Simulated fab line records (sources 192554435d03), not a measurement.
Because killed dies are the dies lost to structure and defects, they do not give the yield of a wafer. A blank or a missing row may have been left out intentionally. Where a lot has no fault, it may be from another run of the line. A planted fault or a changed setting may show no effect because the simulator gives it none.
A lot that was struck, set against a sound lot	flow n5-finfet	17 steps out of a route of 1938
Sound: these wafers, L877.2, L877.3, L877.6. Struck: wafer L889.1 (L889.2, L889.5, from the same lot, were not struck and are left out); the cause is given at the end.
Per side, at each step with rows, come the tool, then ch with its chambers, and then its first start. Under that, the readings that differ: sound wafers	struck wafers	difference of the means	sigmas: that difference in standard deviations of wafers without a fault.
alike: readings with means less than 2 such deviations apart, plus words and numbers identical on both sides. not compared: withheld readings, readings lacking a value on some wafer, bounds such as >300 that could conceal the same value, and numbers that have no deviation in the record and whose values overlap.
A row with sigmas, a row that says differs or no value, or rows on one side alone: a step with any of these is where the two part. Non-overlapping numbers with no deviation appear without sigmas and do not part them. Lack of a reading on every wafer of one side parts them only where that side has two or more wafers.

first, 11 steps without rows for these wafers: N5_BEOL_M1_DESCUM_33 (chemistry O2, time 7 s); N5_BEOL_M1_ETCH_77 (etches underlayer in N2/H2, target depth 6.5 nm, time 5.2 s); N5_BEOL_M1_ETCH_69 (etches SiARC in CF4, target depth 15.6 nm, time 26 s); N5_BEOL_M1_ALD_98 (deposits SiO2, target thk 2.5 nm, pulse time 1 s, co reactant pulse time 1 s); N5_BEOL_M1_ETCHBACK_99 (etches SiO2 in CHF3, target depth 5 nm, time 10.4 s); N5_BEOL_M1_ETCH_70 (etches SOC in N2/H2, target depth 80 nm, overetch 16 nm, time 120 s); N5_BEOL_M1_STRIP_71 (strips in N2/H2); N5_BEOL_M1_STRIP_78 (strips in N2/H2); N5_BEOL_M1_VIA_ETCH_34 (etches the open film in C4F6/O2, target depth 67.8 nm, time 64.4 s); N5_BEOL_M1_STRIP_83 (strips in C4F6/O2); N5_BEOL_M1_STRIP_36 (strips in N2/H2).
N5_BEOL_M1_TRENCH_ETCH_37: etches SiOC in C4F6/O2, target depth 55.207 nm, time 29 s.
  sound on rie-diel-02 ch 1,3, day 8 18:29; struck on rie-diel-02 ch 3, day 11 06:37
reading	sound	struck	difference	sigmas
model.etch.depth-nm (nm)	54.22 50.74 54.29	43.54	-9.54	
model.BEOL_M1.feature-depth-nm (nm)	54.2 50.8 54.2	43.6	-9.5	
  alike: drypump-motor-current-A, oes_f_703_au, oes_o_777_au, oes-product-au, rf-vpp-V, showerhead-plenum-p-Torr, throttle-valve-pct
  not compared: rf-hours-counter-h
then, 2 steps without rows for these wafers: N5_BEOL_M1_ETCH_41 (etches SiCN in CH3F/O2, target depth 31.9 nm, time 57.8 s); N5_BEOL_M1_STRIP_97 (strips in N2/H2, time 10 s).
N5_BEOL_M1_OCD_MEAS_38:
  struck on ocd-02, day 11 06:46; sound on ocd-02, day 8 18:39
reading	sound	struck	difference	sigmas
trench-depth-nm (nm)	54.1 50.8 54.6	43.6	-9.6	-6
then, 1 step without rows for these wafers: N5_BEOL_M1_HM_STRIP_39 (strips TiN in peroxide tin strip, target depth 25 nm, time 158 s).
-- a jump in the record: the struck wafers' starts before and after are 2 days apart (it breaks off in module BEOL_M1 and resumes in module BEOL_M4, where the first step shown is number 1111 of the route) --
N5_BEOL_M4_RC_MEAS_101:
  sound on prober-01 ch 0, day 10 06:04; struck on prober-01 ch 0, day 13 13:47
  alike: DIBL_N, DIBL_P, IOFF_N, IOFF_P, ION_N, ION_P, SS_N, SS_P, VT_N, VT_P

WHERE THEY PART
Within this record, at N5_BEOL_M1_OCD_MEAS_38 only. Later steps at which nothing parts them and some readings are alike: N5_BEOL_M4_RC_MEAS_101.

WHY: what had been put in by the simulator
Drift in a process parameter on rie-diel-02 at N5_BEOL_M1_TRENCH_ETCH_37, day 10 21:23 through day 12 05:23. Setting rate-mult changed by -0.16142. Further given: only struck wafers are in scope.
